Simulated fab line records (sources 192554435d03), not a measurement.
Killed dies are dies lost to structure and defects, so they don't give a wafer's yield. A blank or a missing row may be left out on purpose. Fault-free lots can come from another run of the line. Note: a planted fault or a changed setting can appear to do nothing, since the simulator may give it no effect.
A struck lot beside a sound one ; flow n5_finfet ; 16 steps out of a route of 1938
Sound: these wafers, L626.1, L626.2, L626.5. Wafers L615.2, L615.5, L615.6 were the ones struck. The cause comes at the end.
For every step that has rows: the tool of each side, followed by ch and its chambers, followed by its first start. Under that, the readings that differ: sound wafers ; struck wafers ; difference of the means ; sigmas: that difference in standard deviations of wafers without a fault.
alike: words and numbers the same on both sides, and readings whose means are apart by under 2 such deviations; not compared: readings that were withheld, readings missing a value for some wafer, numbers with overlapping values and no deviation given by the record, and bounds like >300 which may hide the same value.
Wherever a step has rows on one side only, a row that says differs or no value, or a row with sigmas, the two part there. Numbers that don't overlap but have no deviation are shown without sigmas and don't part them. A reading that every wafer of one side lacks parts them only if that side has two wafers or more.

first, 9 steps without rows for these wafers: N5_BEOL_M3_SOFTBAKE_23 (time 60 s); N5_BEOL_M3_EXPOSE_25 (exposes mask V2, defocus 5 nm); N5_BEOL_M3_PEB_26 (peb time 60 s); N5_BEOL_M3_DEVELOP_27 (develop time 30 s); N5_BEOL_M3_DESCUM_33 (chemistry O2, time 7 s); N5_BEOL_M3_ETCH_77 (etches underlayer in N2/H2, target depth 6.5 nm, time 5.2 s); N5_BEOL_M3_ETCH_69 (etches SiARC in CF4, target depth 15.6 nm, time 26 s); N5_BEOL_M3_ALD_98 (deposits SiO2, target thk 2.5 nm, pulse time 1 s, co reactant pulse time 1 s); N5_BEOL_M3_ETCHBACK_99 (etches SiO2 in CHF3, target depth 5 nm, time 10.4 s).
N5_BEOL_M3_ETCH_70: etches SOC in N2/H2, target depth 80 nm, overetch 16 nm, time 120 s.
  sound on rie_diel-03 ch 0,1,3, day 12 23:58; struck on rie_diel-04 ch 2,3, day 10 06:18
  no value came back on the struck wafers for any of 9 readings (bias_w (W), chamber_pressure_mTorr (mTorr) and others); on the sound wafers bias_w (W) reads 150.3 150.5 149.4
reading;sound;struck;difference;sigmas
model.SiARC_of_BEOL_M3_COAT_68.thk_nm (nm);6.4 6 6.2;12 12 12;+6;
model.underlayer_of_BEOL_M3_COAT_76.thk_nm (nm);0 0 0;5 5 5;+5;
  not compared: rf_hours_counter_h
then, 2 steps without rows for these wafers: N5_BEOL_M3_STRIP_71 (strips in N2/H2); N5_BEOL_M3_STRIP_78 (strips in N2/H2).
N5_BEOL_M3_VIA_ETCH_34: etches the open film in C4F6/O2, target depth 69.4 nm, time 65.9 s.
  sound on rie_diel-03 ch 0,1,3, day 13 00:04; struck on rie_diel-04 ch 2,3, day 10 06:24
reading;sound;struck;difference;sigmas
oes_product_au (a.u.);0.98 0.90 0.98;0.26 0.26 0.32;-0.67;-7
  alike: C4F6_flow_sccm, O2_flow_sccm, drypump_motor_current_A, oes_ar_750_au, rf_fwd_power_W, rf_vpp_V, showerhead_plenum_p_Torr, throttle_valve_pct
  not compared: rf_hours_counter_h
then, 1 step without rows for these wafers: N5_BEOL_M3_STRIP_83 (strips in C4F6/O2).
N5_BEOL_M4_RC_MEAS_101:
  the record has rows for the sound wafers here (prober-01 ch 0, day 13 15:50) and none for the struck ones
-- the record jumps here: 5 days lie between the struck wafers' starts before and after (it left off in module BEOL_M4 and takes up again in module PASSIVATION, whose first step shown is number 1936 of the route) --
N5_PASSIVATION_PROBE_49:
  struck on prober-01, day 14 19:32; sound on prober-02, day 17 20:11
reading;sound;struck;difference;sigmas
defect_limited_yield (%);87.9 90.1 89.9;0 0 0;-89;-56
killed_at_M0_to_M3;46 36 40;1094 1102 1109;+1061;+96
killed_at_front_end;64 64 53;41 35 34;-24;-2
killed_dies;143 117 119;1180 1180 1180;+1054;+55
killed_on_rim;16 14 15;152 152 152;+137;+33
sort_bin_5_function (%);6.6 5.8 6.1;95.6 96.2 96.0;+89.8;+90
sort_n_pass;1037 1063 1061;0 0 0;-1054;-55
sort_yield_pct (%);87.9 90.1 89.9;0 0 0;-89;-56
  alike: killed_at_M4_up, killed_at_contacts, killed_at_other, killed_open, killed_short, sort_bin_4_leakage, sort_bin_6_memory, sort_bin_8_speed

== WHERE THEY PART ==
At N5_BEOL_M3_ETCH_70 first; at N5_PASSIVATION_PROBE_49 last (within this record only).

WHY: the cause the simulator had injected
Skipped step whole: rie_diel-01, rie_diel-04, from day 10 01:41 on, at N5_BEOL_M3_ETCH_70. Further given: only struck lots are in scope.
